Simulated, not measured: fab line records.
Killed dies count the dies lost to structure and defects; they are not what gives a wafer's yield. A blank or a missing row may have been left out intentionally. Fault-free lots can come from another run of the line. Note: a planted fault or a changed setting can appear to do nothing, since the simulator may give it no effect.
Split-lot study :: flow n5 finfet :: 7 lots, 21 wafers read, on a route of 1938 steps

== THE SPLIT ITSELF ==
At N5_BEOL_M0_SAQP_SPACER2_ALD_26 (deposits SiO2, target thk 15 nm, pulse time 1 s, purge time 2 s), the setting target thk a was moved away from the recipe's 150 angstrom on 7 of the 21 wafers read, by -6.6% to +7.0%. The other wafers ran this setting at the recipe's value.

== FROM THE SPLIT TO THE READING: what the file shows between them, 2 steps ==
- N5_BEOL_M0_SAQP_SPACER2_ETCHBACK_27: etches SiO2 in CHF3/O2, target depth 22.5 nm, time 11.25 s
- N5_BEOL_M0_SAQP_MANDREL2_REMOVE_110: chemistry HBr/Cl2/O2, target a-Si, stops on SiCN, bt time 10 s

== THE READING ==
At N5_BEOL_M0_SAQP_CD_MEAS_29: cd nm in nanometres, against a target cd of 14.4 nm. Typical for fault-free wafers on this fab line: 14.98 nm, with standard deviation 0.2 nm.

wafer: L078.2
tool, chamber at the split: ald sin-01, 3,2,1
target thk a as run, angstrom: 150
against the recipe: recipe
cd nm, nm: 14.60
against lot-mates on the recipe: -

wafer: L078.3
tool, chamber at the split: ald sin-01, 3,2,1
target thk a as run, angstrom: 150
against the recipe: recipe
cd nm, nm: 15.20
against lot-mates on the recipe: -

wafer: L078.4
tool, chamber at the split: ald sin-01, 3,2,1
target thk a as run, angstrom: 150
against the recipe: recipe
cd nm, nm: 15.36
against lot-mates on the recipe: -

wafer: L079.3
tool, chamber at the split: ald sin-01, 0,2
target thk a as run, angstrom: 150
against the recipe: recipe
cd nm, nm: 14.88
against lot-mates on the recipe: -

wafer: L079.4
tool, chamber at the split: ald sin-01, 0,2
target thk a as run, angstrom: 150
against the recipe: recipe
cd nm, nm: 14.68
against lot-mates on the recipe: -

wafer: L079.6
tool, chamber at the split: ald sin-01, 1
target thk a as run, angstrom: 143.8
against the recipe: -4.1%
cd nm, nm: 14.44
against lot-mates on the recipe: -0.34

wafer: L085.2
tool, chamber at the split: ald sin-03, 0
target thk a as run, angstrom: 160.5
against the recipe: +7.0%
cd nm, nm: 16.03
against lot-mates on the recipe: +1.11

wafer: L085.3
tool, chamber at the split: ald sin-03, 3
target thk a as run, angstrom: 150
against the recipe: recipe
cd nm, nm: 14.92
against lot-mates on the recipe: -

wafer: L085.6
tool, chamber at the split: ald sin-03, 2
target thk a as run, angstrom: 160.5
against the recipe: +7.0%
cd nm, nm: 16.15
against lot-mates on the recipe: +1.23

wafer: L088.2
tool, chamber at the split: ald sin-02, 3,0
target thk a as run, angstrom: 140.1
against the recipe: -6.6%
cd nm, nm: 14.33
against lot-mates on the recipe: -1.00

wafer: L088.3
tool, chamber at the split: ald sin-02, 3,0
target thk a as run, angstrom: 140.1
against the recipe: -6.6%
cd nm, nm: 14.10
against lot-mates on the recipe: -1.23

wafer: L088.5
tool, chamber at the split: ald sin-02, 2
target thk a as run, angstrom: 150
against the recipe: recipe
cd nm, nm: 15.33
against lot-mates on the recipe: -

wafer: L089.1
tool, chamber at the split: ald sin-02, 1,3,0
target thk a as run, angstrom: 150
against the recipe: recipe
cd nm, nm: 14.74
against lot-mates on the recipe: -

wafer: L089.3
tool, chamber at the split: ald sin-02, 1,3,0
target thk a as run, angstrom: 150
against the recipe: recipe
cd nm, nm: 15.02
against lot-mates on the recipe: -

wafer: L089.5
tool, chamber at the split: ald sin-02, 1,3,0
target thk a as run, angstrom: 150
against the recipe: recipe
cd nm, nm: 14.81
against lot-mates on the recipe: -

wafer: L090.3
tool, chamber at the split: ald sin-03, 1
target thk a as run, angstrom: 140.1
against the recipe: -6.6%
cd nm, nm: 14.07
against lot-mates on the recipe: -0.90

wafer: L090.5
tool, chamber at the split: ald sin-03, 0
target thk a as run, angstrom: 150
against the recipe: recipe
cd nm, nm: 14.97
against lot-mates on the recipe: -

wafer: L090.6
tool, chamber at the split: ald sin-03, 1
target thk a as run, angstrom: 140.1
against the recipe: -6.6%
cd nm, nm: 13.87
against lot-mates on the recipe: -1.10

wafer: L093.2
tool, chamber at the split: ald sin-02, 1,0
target thk a as run, angstrom: 150
against the recipe: recipe
cd nm, nm: 14.46
against lot-mates on the recipe: -

wafer: L093.3
tool, chamber at the split: ald sin-02, 1,0
target thk a as run, angstrom: 150
against the recipe: recipe
cd nm, nm: 14.86
against lot-mates on the recipe: -

wafer: L093.5
tool, chamber at the split: ald sin-02, 0
target thk a as run, angstrom: 150
against the recipe: recipe
cd nm, nm: 14.76
against lot-mates on the recipe: -
When a row names more than one chamber, that row covers several wafers, and the file does not tell which wafer ran in which chamber.

THE FIT
A straight line over all 21 wafers: cd nm changes by +0.141 nm for each +1% of target thk a; r = +0.91; the points scatter about the line by 0.24 nm.
The same after taking each lot's own level away (the mean of its wafers on the recipe; 21 wafers): +0.159 nm for each +1%; r = +0.96; scatter 0.18 nm.
The reading moves by 1.1 nm for the largest change in target thk a, on that fit.
Measured against the standard deviation above, the lots' own levels, which go from 14.693 to 15.330 nm, span 3.2 times it.
Hence the slope depends on the lot-to-lot level, as the two fits are not the same.
Check: with one of the wafers moved furthest among these (+7.0%) left out of the fit, the line predicts +1.14 nm for it against its lot-mates. Against them it came out at +1.11 nm.

== THE OTHER SPLITS THESE WAFERS WENT THROUGH ==
These wafers also went through other splits before the reading. Each is held against what the fit with the lots' levels taken away leaves over:
other split on the same wafers: N5_MOL_CONTACT_COAG_VIA_ETCH_117 bias w
wafers away from the commonest value: 3
r with cd nm (lot level and that fit taken away): +0.06

== THE WHOLE CHAIN: every reading that the file lists as answering this split, in the file's order ==
step: N5_BEOL_M0_SAQP_SPACER2_ALD_26
what it does: deposits SiO2, target thk 15 nm, pulse time 1 s, purge time 2 s
reading: SiO2_of_BEOL_M0_SAQP_SPACER2_ALD_26.thk nm (the simulator's own value, which no gauge read)
change (the file's fit): +0.153 nm for each +1% of the setting
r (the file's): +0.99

step: N5_BEOL_M0_SAQP_MANDREL2_REMOVE_110
what it does: chemistry HBr/Cl2/O2, target a-Si, stops on SiCN, bt time 10 s
reading: BEOL_M0_SAQP.cd nm (the simulator's own value, which no gauge read)
change (the file's fit): +0.161 nm for each +1% of the setting
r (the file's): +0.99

step: N5_BEOL_M0_SAQP_CD_MEAS_29
what it does: target cd 14.4 nm
reading: cd nm
change (the file's fit): +0.154 nm for each +1% of the setting
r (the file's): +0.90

step: N5_BEOL_M0_CUTY_ETCH_63
what it does: etches SOC in N2/H2, target depth 82.7 nm, overetch 16.5 nm, time 124 s
reading: SiO2_of_BEOL_M0_SAQP_SPACER2_ALD_26.thk nm (the simulator's own value, which no gauge read)
change (the file's fit): +0.166 nm for each +1% of the setting
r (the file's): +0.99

step: N5_BEOL_M0_ETCH_138
what it does: etches SiCN in CH3F/O2, target depth 12 nm, time 31.6 s
reading: SiO2_of_BEOL_M0_SAQP_SPACER2_ALD_26.thk nm (the simulator's own value, which no gauge read)
change (the file's fit): +0.161 nm for each +1% of the setting
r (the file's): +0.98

step: N5_BEOL_M0_HM_OPEN_105
what it does: chemistry Cl2/BCl3, target TiN, target depth 12 nm
reading: SiO2_of_BEOL_M0_SAQP_SPACER2_ALD_26.thk nm (the simulator's own value, which no gauge read)
change (the file's fit): +0.144 nm for each +1% of the setting
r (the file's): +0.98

== FILE'S OWN FIT ==
cd nm changes by +0.154 nm for each +1% of target thk a, r = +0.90.
